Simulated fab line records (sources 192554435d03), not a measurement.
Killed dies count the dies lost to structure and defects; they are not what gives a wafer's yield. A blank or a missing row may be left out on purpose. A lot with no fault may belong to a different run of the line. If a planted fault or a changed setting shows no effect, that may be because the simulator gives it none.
Chamber matching | flow n5Finfet | 3 sister chambers for N5_BEOL_M4_ILD_DEP_00 on pecvd-01
The step deposits SiOC from DEMS/O2, target thk 79 nm, time 15.3 s. 3 wafers are shown with their chamber, then 10 later ones without.

WAFERS, EACH WITH ITS CHAMBER
wafer  | chamber | throttleValvePct (%)
L087.5 | 1       | 12.3
L090.1 | 0       | 11.8
L090.5 | 2       | 11.3

WAFERS MISSING THEIR CHAMBER
wafer  | throttleValvePct (%)
L090.6 | 12.4
L092.1 | 11.7
L092.2 | 11.3
L092.4 | 11.6
L096.2 | 11.3
L096.4 | 11.1
L096.6 | 12.2
L095.4 | 12.4
L095.5 | 11.9
L095.6 | 11.2

WHICH CHAMBER EACH WENT THROUGH
wafer  | from the rows above     | in truth
L090.6 | 1                       | 1
L092.1 | 0                       | 0
L092.2 | 2                       | 2
L092.4 | can't be placed: 0 or 2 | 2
L096.2 | 2                       | 2
L096.4 | 2                       | 2
L096.6 | 1                       | 1
L095.4 | 1                       | 1
L095.5 | 0                       | 0
L095.6 | 2                       | 2
Correct placement for 9 of the 10. Can't be placed from these rows: 1 (the true chamber is among the candidates in 1). Wrongly placed: 0.
How it was worked out, from the rows above alone: a wafer's distance from a chamber is the root of the sum, over the readings, of the square of ((its reading less the chamber's mean) divided by the reading's scatter). The wafer belongs to the nearest chamber; if the next one is less than 2 further off, it can't be placed. A chamber's mean is the mean of its shown wafers. The scatter (one wafer shown for each chamber): square how far every hidden wafer sits from the nearest shown wafer, average those squares and take the square root.
